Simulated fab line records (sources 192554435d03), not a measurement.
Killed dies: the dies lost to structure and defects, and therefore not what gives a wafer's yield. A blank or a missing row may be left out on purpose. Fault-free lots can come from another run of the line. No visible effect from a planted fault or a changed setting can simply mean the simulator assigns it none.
A struck lot beside a sound one + flow n5Finfet + 17 out of 1938 route steps
Sound: the wafers L140.2, L140.3, L140.5. Wafers struck: L158.1, L158.2, L158.6. At the end, the cause is stated.
Order at every step that has rows: each side's tool, ch and its chambers, its first start. Under that, the readings that differ: sound wafers + struck wafers + difference of the means + sigmas: that difference in standard deviations of wafers without a fault.
alike: same words and numbers on both sides, and readings whose means sit less than 2 such deviations apart. not compared: any withheld reading, any reading some wafer has no value for, any bound like >300 that may hide the same value, and any number with overlapping values for which the record gives no deviation.
Wherever a step has rows on one side only, a row that says differs or no value, or a row with sigmas, the two part there. When numbers do not overlap yet have no deviation, they are printed without sigmas and do not part them. Lack of a reading on every wafer of one side parts them only where that side has two or more wafers.

first, 9 steps without rows for these wafers: N5_BEOL_M6_ILD_DEP_00 (deposits SiCOH lowk from DEMS/porogen, target thk 179.75 nm, time 33.4 s); N5_BEOL_M6_CURE_74 (cures SiCOH lowk, time 240 s); N5_BEOL_M6_PECVD_70 (deposits SiO2 from TEOS/O2, target thk 20 nm, time 22.7 s); N5_BEOL_M6_HM_DEP_02 (deposits TiN, target thk 20 nm); N5_BEOL_M6_COAT_59 (time 60 s, resist thk 100 nm); N5_BEOL_M6_COAT_60 (time 60 s, resist thk 35 nm); N5_BEOL_M6_COAT_05 (resist thk 90 nm); N5_BEOL_M6_EBR_07; N5_BEOL_M6_SOFTBAKE_06 (time 60 s).
N5_BEOL_M6_EXPOSE_08: exposes mask M6.
  sound on arfiScanner-02 ch 0, day 9 08:57; struck on arfiScanner-01 ch 0, day 13 23:53
| reading           | sound             | struck            | difference | sigmas |
|-------------------|-------------------|-------------------|------------|--------|
| exposureDoseMJCm2 | 68.19 68.25 68.32 | 69.19 69.12 69.03 | +0.86      | +13    |
  alike: mask
then, 3 steps without rows for these wafers: N5_BEOL_M6_PEB_09 (peb time 60 s); N5_BEOL_M6_DEVELOP_10 (develop time 30 s); N5_BEOL_M6_DESCUM_16 (chemistry O2, time 7.9 s).
N5_BEOL_M6_ETCH_61: etches SiARC in CF4, target depth 45.5 nm, time 75.8 s.
  sound on rieDiel-05 ch 2,3, day 9 09:13; struck on rieDiel-05 ch 2,3, day 14 00:16
  alike: drypumpMotorCurrentA, etchRfOnTimeS, oesProductAu, rfVppV, showerheadPlenumPTorr, throttleValvePct
  not compared: rfHoursCounterH, model.BEOL_M6.cdOffsetNm
N5_BEOL_M6_ETCH_62: etches SOC in N2/H2, target depth 110 nm, overetch 22 nm, time 165 s.
  sound on rieDiel-05 ch 2,3, day 9 09:16; struck on rieDiel-05 ch 2,3, day 14 00:20
| reading                       | sound         | struck      | difference | sigmas |
|-------------------------------|---------------|-------------|------------|--------|
| model.BEOL_M6.cdOffsetNm (nm) | 0.2 -0.4 -0.2 | 1.2 0.6 0.4 | +0.9       |        |
  alike: drypumpMotorCurrentA, oesProductAu, rfVppV, showerheadPlenumPTorr, throttleValvePct
  not compared: rfHoursCounterH
then, 1 step without rows for these wafers: N5_BEOL_M6_STRIP_68 (strips in N2/H2).
N5_PASSIVATION_PROBE_49:
  the record has rows for the sound wafers here (prober-02, day 13 06:23) and none for the struck ones

WHERE THEY PART
First at N5_BEOL_M6_EXPOSE_08; last, within this record, at N5_PASSIVATION_PROBE_49.

WHY: whatever the simulator had introduced
Process parameter drift: arfiScanner-01, from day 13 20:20 on, at N5_BEOL_M6_EXPOSE_08. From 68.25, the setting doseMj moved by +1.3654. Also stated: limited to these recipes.
